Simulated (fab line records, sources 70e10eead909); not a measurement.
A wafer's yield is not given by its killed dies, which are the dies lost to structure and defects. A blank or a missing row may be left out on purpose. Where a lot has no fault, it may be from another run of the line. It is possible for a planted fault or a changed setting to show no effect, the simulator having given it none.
Problem report in the 8D (eight disciplines) form, filled by code + flow nand harc + the parts of the form that need people (team, actions taken, sign-off) are left out

== 1. WHAT WENT WRONG ==
At NHARC_A_ONON_D1_THK_MEAS_18, thk nm averages 666 nm over 5 wafers from 3 lots, while fault-free wafers read 1000 nm, standard deviation 9.3. Measured from the usual mean, that is -36 standard deviations.
The step: measures by ellipsometry.
First seen on wafer L999.5, day 16 19:32, on film metro-01. The record has a number at this step for 41 wafers belonging to 14 lots. By rule, "out" or "out of limits" means more than 4 standard deviations away from the usual mean. The rest of the wafers with a number are treated as sound.

== 2. WHAT IT IS AND WHAT IT IS NOT ==
| question                    | is                                     | is not                                                                    |
|-----------------------------|----------------------------------------|---------------------------------------------------------------------------|
| which readings at this step | thk nm                                 | -                                                                         |
| which lots                  | L100, L102, L999                       | L101, L979, L980, L982, L983, L984, L985, L989, L990, L991, L994          |
| which wafers of those lots  | L100.5, L100.6, L102.5, L999.5, L999.6 | L102.1, L102.3, L999.4                                                    |
| read on which gauges        | film metro-01, film metro-02           | -                                                                         |
| when                        | from day 16 19:32                      | up to then (31 sound wafers); but 5 sound wafers of L101, L102 came after |

== 3. THE SUSPECTS, EACH WITH WHAT RULES IT OUT ==
Counting: any tool at a process step up to the reading remains a suspect provided it ran every lot that is out. Sound lots after the first of them don't rule it out here, since some wafers of a struck lot are sound.
- the gauge at NHARC_A_ONON_D1_THK_MEAS_18: ruled out. 2 gauges (film metro-01, film metro-02) read the wafers that are out.
- pecvd onon-03 at NHARC_A_ONON_D1_DEP_16 (target thk 1000 nm): kept. It processed each lot that is out (first: L999, day 16 19:12); up to then, its last sound lot is L991 (day 13 08:38).
The count leaves pecvd onon-03 at NHARC_A_ONON_D1_DEP_16.

== 4. THE CAUSE (what the simulator had put in) ==
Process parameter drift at NHARC_A_ONON_D1_DEP_16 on pecvd onon-03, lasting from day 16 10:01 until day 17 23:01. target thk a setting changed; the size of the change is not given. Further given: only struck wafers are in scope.
Counting left only this tool.

== 5. SEQUENCE OF EFFECTS, ordered by route ==
Each row: a reading whose mean over the struck wafers that have a number lies more than 3 standard deviations from the usual. Readings are gone through only where the record gives a usual standard deviation; hours: the median, over the lots, of the time from a lot's start at the first step in this table giving one to that lot's start at this step; sigmas: the change measured in usual standard deviations.
| hours | step                        | reading         | usual   | on struck wafers | change | sigmas |
|-------|-----------------------------|-----------------|---------|------------------|--------|--------|
| 0     | NHARC_A_ONON_D1_THK_MEAS_18 | thk nm          | 1000 nm | 666              | -334   | -36    |
| 384   | NHARC_END_SORT_01           | killed at array | 56      | 672              | +616   | +32    |
| 384   | NHARC_END_SORT_01           | killed dies     | 61      | 677              | +616   | +32    |

== 6. HOW IT WOULD HAVE BEEN CAUGHT EARLIER ==
10 hours passed between the start of the fault at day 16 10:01 and the first reading out of limits at a measuring or inspecting step in this record, taken at day 16 19:32.
Tool readings at NHARC_A_ONON_D1_DEP_16 with a usual standard deviation given in the record: none out on any struck wafer, hence no alarm at a limit of 4 standard deviations on them.
Lots out: 3; of these, L100, L102 started NHARC_A_ONON_D1_DEP_16 on pecvd onon-03 after day 16 19:32. A hold on the tool at that time would have spared those 2.
